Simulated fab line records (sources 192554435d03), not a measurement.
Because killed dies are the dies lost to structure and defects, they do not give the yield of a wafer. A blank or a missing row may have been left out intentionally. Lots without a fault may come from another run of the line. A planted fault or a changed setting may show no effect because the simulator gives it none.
fab line records | flow n5Finfet
record: lots: 24 wafers: 72 lastDay: 18
route steps=1938 shown BEOL_M4@1067 BEOL_M5@1126
lots with no fault: from the same line, run without faults
startH: hours from the record's opening day to when the first of the lot's shown wafers began | waitH: how many hours have passed since the lot's step before this one | " the same as in the row above | L1.1+2: one row covering several wafers at once | - no value, or no start given | * or withheld: withheld | < > ~ a bound
route shown NAME@n: NAME is a module with steps in the file, n the number in the route of the first one | usual: the fault-free wafers' mean and standard deviation | same: alike in all rows | chamber/n: place in a boat | sites: readings site by site | _std_site: standard deviation across them | _edge_site: inner sites' mean taken away from outer sites' mean | radiusMm: for every site, how far away it sits from the centre of the wafer | mask NAME#n: copy n | behind: the tool/chamber that last shaped the wafer | hold: reason for holding the lot/hours on hold/outcome of the hold | device: whichever transistor did not switch (one of n, p or np) | end of line: at the end of the route, the tests of the same wafers | a step given without rows: its recipe and nothing more | killed: the dies lost at the first sort to structure and to defects; this is not the yield of the wafer | map: shows each die of a wafer: x if killed, . if not, _ if none is there
set.NAME: the setting the step ran with; set.NAME@STEP: the setting that earlier step ran with | model.NAME: the simulator's own value behind a step, which no gauge read
the route's steps for a sample of lots (tables are steps, rows are wafers)
services: from which hour (startH, from the record's first day; less than 0 if before it) a tool's chamber was out of use, for how many hours, and why
== steps ==
step: N5_BEOL_M4_VIA_ETCH_34
recipe: chemistry: C4F6/O2 targetDepthA: 694 maskMaterial: SOC pressureMtorr: 15 ionEnergyEv: 250 taperDeg: 4 timeS: 65.9 sourceW: 350 biasW: 170 Ar_flow_sccm: 300 C4F6_flow_sccm: 10 O2_flow_sccm: 10
usual: drypumpMotorCurrentA: 5.9/0.39 oesProductAu: 0.79/0.1 rfVppV: 666/15 showerheadPlenumPTorr: 2.81/0.092 throttleValvePct: 30.70/0.2
columns lot.wafer tool chamber startH waitH drypumpMotorCurrentA oesProductAu rfHoursCounterH rfVppV showerheadPlenumPTorr throttleValvePct
L074.2 rieDiel-03 0 167.59 0.0 6.3 0.67 234 660 2.79 30.62
L074.3 " 1 " " 6.3 0.78 116 647 2.87 30.91
L074.6 " 1 " " 6.3 0.77 - 648 2.87 30.92
L075.1 rieDiel-05 2 167.83 0.0 5.5 0.93 14 685 2.79 30.52
L075.3 " 0 " " 5.8 0.70 218 669 2.92 30.67
L075.5 " 0 " " 5.8 0.71 - 669 2.92 30.67
L076.2 rieDiel-02 2 176.28 0.0 5.8 0.68 246 696 2.79 30.98
L076.3 " 3 " " 6.0 0.86 46 656 2.76 30.72
L076.5 " 0 " " 6.4 0.76 - 672 2.63 30.78
L077.3 rieDiel-02 3 183.11 0.0 6.0 0.86 48 657 2.76 30.73
L077.5 " 0 " " 6.4 0.75 - 673 2.63 30.80
L077.6 " 3 " " 6.0 0.86 - 657 2.76 30.73
L078.2 rieDiel-03 0 189.25 0.0 6.3 0.67 241 660 2.79 30.63
L078.4 " 1 " " 6.3 0.77 124 648 2.87 30.94
L078.6 " 3 " " 6.0 0.73 - 647 2.83 30.41
L080.1 rieDiel-02 1 195.80 0.0 5.4 0.73 189 678 2.97 30.82
L080.3 " 0 " " 6.3 0.75 152 672 2.62 30.79
L080.5 " 0 " " 6.3 0.74 - 671 2.62 30.80
L081.1 rieDiel-03 0 207.13 0.0 6.3 0.66 248 660 2.78 30.64
L081.3 " 1 " " 6.3 0.76 130 648 2.86 30.94
L081.6 " 0 " " 6.3 0.66 - 660 2.78 30.63
L079.2 rieDiel-05 0 207.16 0.0 5.8 0.70 232 669 2.92 30.70
L079.3 " 1 " " 5.1 0.69 226 668 2.93 30.92
L079.6 " 2 " " 5.5 0.90 - 683 2.78 30.51
L083.3 rieDiel-03 1 211.75 0.0 6.3 0.77 132 647 2.86 30.94
L083.4 " 1 " " 6.3 0.76 - 648 2.86 30.93
L083.5 " 3 " " 5.9 0.72 - 647 2.83 30.42
L082.2 rieDiel-03 1 224.33 0.0 6.3 0.76 135 647 2.86 30.94
L082.3 " 2 " " 5.4 1.01 1 648 2.79 30.40
L082.5 " 3 " " 5.9 0.71 - 649 2.82 30.44
L084.1 rieDiel-02 2 230.67 0.0 5.8 0.93 9 695 2.79 30.65
L084.2 " 0 " " 6.4 0.74 166 672 2.62 30.82
L084.4 " 3 " " 6.0 0.83 67 656 2.75 30.74
L085.2 rieDiel-03 3 233.72 0.0 5.9 0.71 217 648 2.82 30.43
L085.3 " 1 " " 6.3 0.75 139 648 2.86 30.94
L085.5 " 3 " " 5.9 0.70 - 648 2.82 30.45
L086.1 rieDiel-05 2 237.19 0.0 5.5 0.88 37 685 2.78 30.51
L086.4 " 1 " " 5.2 0.68 237 668 2.92 30.94
L086.6 " 3 " " 6.5 0.70 - 673 2.93 30.99
L087.1 rieDiel-03 1 247.65 0.0 6.3 0.74 146 647 2.86 30.94
L087.4 " 0 " " 6.3 1.01 1 659 2.78 30.39
L087.5 " 3 " " 5.9 0.69 - 646 2.82 30.44
L088.2 rieDiel-02 1 252.93 0.0 5.4 0.71 212 677 2.96 30.83
L088.5 " 3 " " 5.9 0.82 - 657 2.74 30.75
L088.6 " 0 " " 6.4 0.74 - 670 2.61 30.83
L089.4 rieDiel-03 1 253.11 0.0 6.4 0.75 148 647 2.86 30.97
L089.5 " 0 " " 6.3 1.01 - 659 2.78 30.38
L089.6 " 3 " " 5.9 0.70 - 647 2.82 30.46
L090.1 rieDiel-02 0 262.32 0.0 6.3 0.72 177 671 2.61 30.82
L090.2 " 3 " " 5.9 0.81 78 655 2.74 30.76
L090.6 " 3 " " 6.0 0.80 - 657 2.74 30.77
L091.1 rieDiel-02 1 265.54 0.0 5.4 0.71 215 676 2.96 30.84
L091.3 " 2 " " 5.8 0.91 22 694 2.78 30.66
L091.5 " 3 " " 6.0 0.81 - 654 2.74 30.74
L092.1 rieDiel-05 3 279.34 0.0 6.5 0.68 240 673 2.92 30.99
L092.2 " 2 " " 5.5 0.86 54 683 2.77 30.54
L092.6 " 3 " " 6.5 0.69 - 672 2.92 30.99
L093.1 rieDiel-05 3 286.28 0.0 6.5 0.69 243 671 2.92 31.00
L093.4 " 2 " " 5.5 0.84 - 681 2.77 30.53
L093.5 " 3 " " 6.5 0.69 - 672 2.92 30.99
L094.1 rieDiel-05 2 287.21 0.0 5.5 0.85 58 683 2.77 30.53
L094.5 " 2 " " 5.5 0.84 - 684 2.77 30.53
L094.6 " 0 " " 5.8 1.00 - 668 2.91 30.29
L095.1 rieDiel-02 1 296.76 0.0 5.3 0.69 227 676 2.95 30.87
L095.2 " 0 " " 6.4 0.72 187 670 2.61 30.84
L095.4 " 2 " " 5.8 0.88 34 695 2.77 30.68
L096.2 rieDiel-02 3 302.93 0.0 5.9 0.80 93 657 2.73 30.76
L096.3 " 0 " " 6.4 0.73 190 671 2.61 30.82
L096.5 " 2 " " 5.8 0.87 - 695 2.77 30.67
L097.1 rieDiel-05 1 316.00 0.0 5.2 0.96 9 668 2.91 30.86
L097.3 " 2 " " 5.5 0.83 70 683 2.77 30.54
L097.5 " 2 " " 5.5 0.84 - 682 2.77 30.56
step: N5_BEOL_M4_CD_MEAS_35
recipe: targetCdNm: 18 targetCdYNm: 22.4 polarity: opening
usual: cdNm: 18.0/0.35
columns lot.wafer tool chamber startH waitH cdNm
L074.2 cdSem-03 - 168.00 0.0 17.7
L074.3 " - " " 18.3
L074.6 " - " " 18.0
L075.1 cdSem-03 - 168.24 0.0 18.0
L075.3 " - " " 17.9
L075.5 " - " " 18.0
L076.2 cdSem-03 - 176.68 0.0 17.1
L076.3 " - " " 17.7
L076.5 " - " " 18.1
L077.3 cdSem-02 - 183.52 0.0 17.8
L077.5 " - " " 18.2
L077.6 " - " " 17.9
L078.2 cdSem-02 - 189.66 0.0 17.7
L078.4 " - " " 18.1
L078.6 " - " " 17.8
L080.1 cdSem-02 - 196.21 0.0 17.8
L080.3 " - " " 18.5
L080.5 " - " " 18.3
L081.1 cdSem-02 - 207.53 0.0 17.8
L081.3 " - " " 18.3
L081.6 " - " " 18.1
L079.2 cdSem-01 - 207.59 0.0 18.0
L079.3 " - " " 18.2
L079.6 " - " " 17.9
L083.3 cdSem-02 - 212.16 0.0 18.1
L083.4 " - " " 17.5
L083.5 " - " " 17.7
L082.2 cdSem-02 - 224.74 0.0 17.7
L082.3 " - " " 18.5
L082.5 " - " " 18.1
L084.1 cdSem-03 - 231.08 0.0 17.9
L084.2 " - " " 17.7
L084.4 " - " " 18.2
L085.2 cdSem-03 - 234.13 0.0 17.8
L085.3 " - " " 17.1
L085.5 " - " " 17.6
L086.1 cdSem-03 - 237.59 0.0 18.1
L086.4 " - " " 17.6
L086.6 " - " " 18.1
L087.1 cdSem-01 - 248.06 0.0 17.6
L087.4 " - " " 18.1
L087.5 " - " " 18.2
L088.2 cdSem-02 - 253.33 0.0 18.5
L088.5 " - " " 18.1
L088.6 " - " " 18.2
L089.4 cdSem-02 - 253.52 0.0 17.4
L089.5 " - " " 18.2
L089.6 " - " " 18.1
L090.1 cdSem-03 - 262.72 0.0 17.9
L090.2 " - " " 18.0
L090.6 " - " " 17.9
L091.1 cdSem-01 - 265.94 0.0 17.9
L091.3 " - " " 18.0
L091.5 " - " " 18.1
L092.1 cdSem-01 - 279.75 0.0 18.1
L092.2 " - " " 17.1
L092.6 " - " " 17.9
L093.1 cdSem-03 - 286.68 0.0 18.3
L093.4 " - " " 18.0
L093.5 " - " " 18.6
L094.1 cdSem-01 - 287.62 0.0 17.7
L094.5 " - " " 18.2
L094.6 " - " " 18.4
L095.1 cdSem-01 - 297.17 0.0 18.2
L095.2 " - " " 18.5
L095.4 " - " " 17.1
L096.2 cdSem-03 - 303.34 0.0 18.0
L096.3 " - " " 18.3
L096.5 " - " " 18.2
L097.1 cdSem-01 - 316.40 0.0 17.7
L097.3 " - " " 17.3
L097.5 " - " " 18.1
step: N5_BEOL_M4_ALD_84
recipe: material: TaN targetThkA: * tempC: 275 aldPrecursorFamily: PDMAT aldCoReactant: NH3 pressureTorr: 3 carrierFlowSccm: 1500 pulseTimeS: 2 purgeTimeS: 3 coReactantPurgeTimeS: 2 coReactantPulseTimeS: 3 aldCycles: 30 precursorVesselTempC: 75 precursorVesselPressureTorr: 26.25 precursorVesselCarrierSccm: 1000
usual: heaterPowerW: 419/46
same: purgeTimeS: 3
columns lot.wafer tool chamber startH waitH heaterPowerW
L074.2 aldMetal-02 0 168.32 0.0 413
L074.3 " 1 " " 422
L074.6 " 3 " " 425
L075.1 aldMetal-01 1 168.52 0.0 366
L075.3 " 0 " " 444
L075.5 " 0 " " 430
L076.2 aldMetal-03 3 177.44 0.0 541
L076.3 " 1 " " 393
L076.5 " 0 " " 361
L077.3 aldMetal-02 3 184.63 0.3 423
L077.5 " 3 " " 416
L077.6 " 0 " " 403
L078.2 aldMetal-01 2 190.30 0.1 412
L078.4 " 1 " " 358
L078.6 " 1 " " 358
L080.1 aldMetal-01 2 196.85 0.1 428
L080.3 " 3 " " 381
L080.5 " 2 " " 434
L081.1 aldMetal-03 0 208.26 0.0 362
L081.3 " 1 " " 390
L081.6 " 3 " " 543
L079.2 aldMetal-01 3 208.34 0.0 387
L079.3 " 0 " " 431
L079.6 " 0 " " 428
L083.3 aldMetal-01 3 213.29 0.3 391
L083.4 " 0 " " 435
L083.5 " 1 " " 357
L082.2 aldMetal-02 3 225.37 0.1 422
L082.3 " 0 " " 408
L082.5 " 3 " " 430
L084.1 aldMetal-01 3 231.51 0.1 382
L084.2 " 1 " " 360
L084.4 " 2 " " 429
L085.2 aldMetal-02 2 234.40 0.0 478
L085.3 " 1 " " 430
L085.5 " 0 " " 411
L086.1 aldMetal-03 2 237.74 0.0 446
L086.4 " 3 " " 532
L086.6 " 1 " " 396
L087.1 aldMetal-03 1 248.65 0.0 384
L087.4 " 0 " " 355
L087.5 " 2 " " 443
L088.2 aldMetal-01 2 253.72 0.0 429
L088.5 " 0 " " 427
L088.6 " 3 " " 378
L089.4 aldMetal-03 3 254.06 0.1 546
L089.5 " 2 " " 443
L089.6 " 1 " " 393
L090.1 aldMetal-01 3 262.88 0.0 379
L090.2 " 0 " " 421
L090.6 " 2 " " 434
L091.1 aldMetal-02 0 266.42 0.0 424
L091.3 " 0 " " 414
L091.5 " 0 " " 418
L092.1 aldMetal-01 0 280.35 0.1 425
L092.2 " 1 " " 367
L092.6 " 3 " " 378
L093.1 aldMetal-03 2 287.33 0.0 437
L093.4 " 1 " " 388
L093.5 " 2 " " 433
L094.1 aldMetal-01 3 287.77 0.0 384
L094.5 " 0 " " 439
L094.6 " 3 " " 375
L095.1 aldMetal-02 2 297.80 0.2 471
L095.2 " 0 " " 422
L095.4 " 1 " " 430
L096.2 aldMetal-01 3 303.91 0.2 381
L096.3 " 2 " " 419
L096.5 " 1 " " 364
L097.1 aldMetal-02 3 317.48 0.1 421
L097.3 " 0 " " 418
L097.5 " 1 " " 426
step: N5_BEOL_M4_ANNEAL_51
recipe: tempC: 225 timeS: 90 ambient: N2
usual: wafer_temp_C_max: 225.7/0.31
columns lot.wafer tool chamber startH waitH wafer_temp_C_max
L074.2 rtpAnneal-02 0 170.86 0.1 226.6
L074.3 " 0 " " 226.3
L074.6 " 0 " " 226.3
L075.1 rtpAnneal-02 0 171.45 0.1 226.0
L075.3 " 0 " " 226.2
L075.5 " 0 " " 225.7
L076.2 rtpAnneal-01 0 181.32 1.5 225.7
L076.3 " 0 " " 225.7
L076.5 " 0 " " 225.8
L077.3 rtpAnneal-01 0 187.89 0.2 225.1
L077.5 " 0 " " 225.3
L077.6 " 0 " " 225.4
L078.2 rtpAnneal-01 0 194.15 1.3 225.4
L078.4 " 0 " " 225.7
L078.6 " 0 " " 225.5
L080.1 rtpAnneal-01 0 202.27 0.5 225.6
L080.3 " 0 " " 225.5
L080.5 " 0 " " 225.6
L081.1 rtpAnneal-01 0 213.28 2.4 225.7
L081.3 " 0 " " 226.0
L081.6 " 0 " " 225.8
L079.2 rtpAnneal-01 0 213.86 2.8 225.2
L079.3 " 0 " " 225.4
L079.6 " 0 " " 225.5
L083.3 rtpAnneal-01 0 217.81 2.2 225.9
L083.4 " 0 " " 225.8
L083.5 " 0 " " 225.3
L082.2 rtpAnneal-01 0 230.60 2.9 225.3
L082.3 " 0 " " 225.5
L082.5 " 0 " " 225.4
L084.1 rtpAnneal-01 0 237.40 3.4 225.8
L084.2 " 0 " " 225.7
L084.4 " 0 " " 225.6
L085.2 rtpAnneal-02 0 241.23 4.5 225.9
L085.3 " 0 " " 225.8
L085.5 " 0 " " 225.8
L086.1 rtpAnneal-02 0 242.89 2.8 226.1
L086.4 " 0 " " 226.2
L086.6 " 0 " " 226.0
L087.1 rtpAnneal-01 0 251.12 0.1 225.5
L087.4 " 0 " " 225.8
L087.5 " 0 " " 225.5
L088.2 rtpAnneal-01 0 256.35 0.1 225.7
L088.5 " 0 " " 225.2
L088.6 " 0 " " 225.5
L089.4 rtpAnneal-01 0 258.38 0.2 225.6
L089.5 " 0 " " 225.6
L089.6 " 0 " " 225.7
L090.1 rtpAnneal-02 0 265.64 0.1 226.1
L090.2 " 0 " " 226.2
L090.6 " 0 " " 225.9
L091.1 rtpAnneal-02 0 268.96 0.1 225.8
L091.3 " 0 " " 225.6
L091.5 " 0 " " 225.7
L092.1 rtpAnneal-01 0 283.76 0.1 225.4
L092.2 " 0 " " 225.5
L092.6 " 0 " " 225.7
L093.1 rtpAnneal-01 0 289.76 0.1 225.5
L093.4 " 0 " " 225.6
L093.5 " 0 " " 225.7
L094.1 rtpAnneal-01 0 291.60 0.1 225.6
L094.5 " 0 " " 225.5
L094.6 " 0 " " 225.3
L095.1 rtpAnneal-01 0 302.36 0.1 226.0
L095.2 " 0 " " 225.7
L095.4 " 0 " " 225.7
L096.2 rtpAnneal-01 0 307.57 0.2 225.4
L096.3 " 0 " " 225.1
L096.5 " 0 " " 225.7
L097.1 rtpAnneal-02 0 320.18 0.1 225.9
L097.3 " 0 " " 225.9
L097.5 " 0 " " 226.4
step: N5_BEOL_M5_CD_MEAS_11
recipe: targetCdNm: 27.74 landingEnergyEv: 500 detector: seInlens
usual: cdNm: 28.00/0.23
columns lot.wafer tool chamber startH waitH cdNm
L074.2 cdSem-03 0 174.79 - 27.76
L074.3 " 0 " " 28.09
L074.6 " 0 " " 27.86
L075.1 cdSem-03 0 176.41 - 27.96
L075.3 " 0 " " 28.42
L075.5 " 0 " " 27.98
L076.2 cdSem-03 0 185.63 - 28.19
L076.3 " 0 " " 28.05
L076.5 " 0 " " 27.55
L077.3 cdSem-02 0 191.30 - 28.01
L077.5 " 0 " " 27.87
L077.6 " 0 " " 28.19
L078.2 cdSem-01 0 199.59 - 28.04
L078.4 " 0 " " 27.90
L078.6 " 0 " " 27.92
L080.1 cdSem-01 0 205.80 - 28.04
L080.3 " 0 " " 28.54
L080.5 " 0 " " 28.04
L081.1 cdSem-03 0 216.52 - 27.70
L081.3 " 0 " " 27.57
L081.6 " 0 " " 27.76
L079.2 cdSem-02 0 216.79 - 27.86
L079.3 " 0 " " 28.13
L079.6 " 0 " " 28.08
L083.3 cdSem-01 0 221.56 - 27.96
L083.4 " 0 " " 28.18
L083.5 " 0 " " 28.30
L082.2 cdSem-01 0 234.69 - 28.44
L082.3 " 0 " " 27.96
L082.5 " 0 " " 27.85
L084.1 cdSem-03 0 240.85 - 27.94
L084.2 " 0 " " 27.95
L084.4 " 0 " " 27.84
L085.2 cdSem-03 0 244.56 - 27.83
L085.3 " 0 " " 27.78
L085.5 " 0 " " 27.89
L086.1 cdSem-01 0 247.51 - 27.85
L086.4 " 0 " " 28.31
L086.6 " 0 " " 27.98
L087.1 cdSem-03 0 254.53 - 27.63
L087.4 " 0 " " 28.20
L087.5 " 0 " " 27.90
L088.2 cdSem-01 0 259.66 - 27.83
L088.5 " 0 " " 28.09
L088.6 " 0 " " 28.30
L089.4 cdSem-03 0 263.12 - 28.21
L089.5 " 0 " " 27.64
L089.6 " 0 " " 27.59
L090.1 cdSem-02 0 270.08 - 28.21
L090.2 " 0 " " 28.28
L090.6 " 0 " " 28.09
L091.1 cdSem-01 0 274.22 - 28.18
L091.3 " 0 " " 28.35
L091.5 " 0 " " 27.73
L092.1 cdSem-03 0 287.20 - 27.69
L092.2 " 0 " " 27.68
L092.6 " 0 " " 27.88
L093.1 cdSem-03 0 294.33 - 28.03
L093.4 " 0 " " 27.76
L093.5 " 0 " " 28.06
L094.1 cdSem-03 0 294.66 - 27.92
L094.5 " 0 " " 28.26
L094.6 " 0 " " 27.69
L095.1 cdSem-02 0 306.71 - 27.71
L095.2 " 0 " " 28.13
L095.4 " 0 " " 27.73
L096.2 cdSem-03 0 310.82 - 28.18
L096.3 " 0 " " 27.87
L096.5 " 0 " " 27.76
L097.1 cdSem-02 0 323.77 - 28.41
L097.3 " 0 " " 28.01
L097.5 " 0 " " 28.25
step: N5_BEOL_M5_CD_MEAS_28
recipe: targetCdNm: 30.6 landingEnergyEv: 500 detector: seInlens targetCdYNm: 20 polarity: opening
usual: cdNm: 30.64/0.24
columns lot.wafer tool chamber startH waitH cdNm
L074.2 cdSem-02 0 175.70 - 30.81
L074.3 " 0 " " 30.94
L074.6 " 0 " " 30.63
L075.1 cdSem-02 0 177.37 - 31.14
L075.3 " 0 " " 31.15
L075.5 " 0 " " 30.89
L076.2 cdSem-03 0 186.62 - 30.42
L076.3 " 0 " " 30.28
L076.5 " 0 " " 30.20
L077.3 cdSem-03 0 194.90 - 31.24
L077.5 " 0 " " 30.67
L077.6 " 0 " " 30.82
L078.2 cdSem-02 0 200.65 - 30.75
L078.4 " 0 " " 30.35
L078.6 " 0 " " 30.65
L080.1 cdSem-02 0 207.05 - 30.77
L080.3 " 0 " " 30.44
L080.5 " 0 " " 30.41
L081.1 cdSem-03 0 217.74 - 30.52
L081.3 " 0 " " 30.54
L081.6 " 0 " " 30.98
L079.2 cdSem-02 0 217.79 - 30.40
L079.3 " 0 " " 30.53
L079.6 " 0 " " 30.78
L083.3 cdSem-02 0 223.52 - 31.04
L083.4 " 0 " " 30.82
L083.5 " 0 " " 30.58
L082.2 cdSem-03 0 235.68 - 30.77
L082.3 " 0 " " 30.74
L082.5 " 0 " " 30.69
L084.1 cdSem-01 0 241.89 - 30.60
L084.2 " 0 " " 30.82
L084.4 " 0 " " 30.86
L085.2 cdSem-03 0 247.33 - 30.87
L085.3 " 0 " " 30.74
L085.5 " 0 " " 30.62
L086.1 cdSem-01 0 252.40 - 30.84
L086.4 " 0 " " 30.86
L086.6 " 0 " " 30.97
L087.1 cdSem-03 0 258.55 - 30.99
L087.4 " 0 " " 30.59
L087.5 " 0 " " 31.00
L088.2 cdSem-03 0 261.91 - 30.30
L088.5 " 0 " " 30.39
L088.6 " 0 " " 30.34
L089.4 cdSem-03 0 265.39 - 30.46
L089.5 " 0 " " 30.54
L089.6 " 0 " " 30.82
L090.1 cdSem-01 0 273.30 - 30.75
L090.2 " 0 " " 31.05
L090.6 " 0 " " 30.87
L091.1 cdSem-02 0 277.29 - 30.59
L091.3 " 0 " " 31.14
L091.5 " 0 " " 30.04
L092.1 cdSem-02 0 289.31 - 30.52
L092.2 " 0 " " 30.41
L092.6 " 0 " " 30.87
L094.1 cdSem-03 0 296.33 - 30.53
L094.5 " 0 " " 30.81
L094.6 " 0 " " 30.44
L093.1 cdSem-02 0 296.50 - 30.82
L093.4 " 0 " " 30.50
L093.5 " 0 " " 30.59
L095.1 cdSem-03 0 309.07 - 30.41
L095.2 " 0 " " 30.35
L095.4 " 0 " " 30.57
L096.2 cdSem-01 0 312.87 - 30.67
L096.3 " 0 " " 30.41
L096.5 " 0 " " 30.99
L097.1 cdSem-01 0 325.20 - 30.63
L097.3 " 0 " " 30.64
L097.5 " 0 " " 30.45
== services ==
columns tool chamber startH hours kind
aldMetal-03 1 144.11 24.1 repair
aldMetal-01 3 146.70 36.9 repair
aldMetal-03 3 149.19 3.7 repair
rtpAnneal-02 - 172.88 68.0 pm
aldMetal-02 - 175.46 0.9 repair
aldMetal-02 2 181.98 17.3 repair
rieDiel-02 2 188.84 - clean
rieDiel-02 2 188.84 - consumableReplace:focusRing
rieDiel-02 2 188.84 16.3 scheduledDown
rieDiel-02 2 188.84 16.3 ventCycle
aldMetal-02 3 201.15 10.5 repair
rieDiel-03 2 203.59 - clean
rieDiel-03 1 217.32 3.5 repair
aldMetal-03 0 251.90 14.5 repair
rieDiel-05 3 253.97 1.8 repair
rieDiel-02 1 259.41 3.0 repair
aldMetal-02 3 261.79 27.9 repair
aldMetal-02 2 266.08 12.8 repair
rieDiel-02 0 272.35 6.4 repair
rieDiel-03 3 272.91 8.3 repair
aldMetal-01 0 296.89 28.7 repair
rieDiel-03 2 308.08 2.5 repair
rieDiel-03 3 308.34 5.9 repair
rieDiel-03 1 314.59 8.3 repair
== key ==
fault none
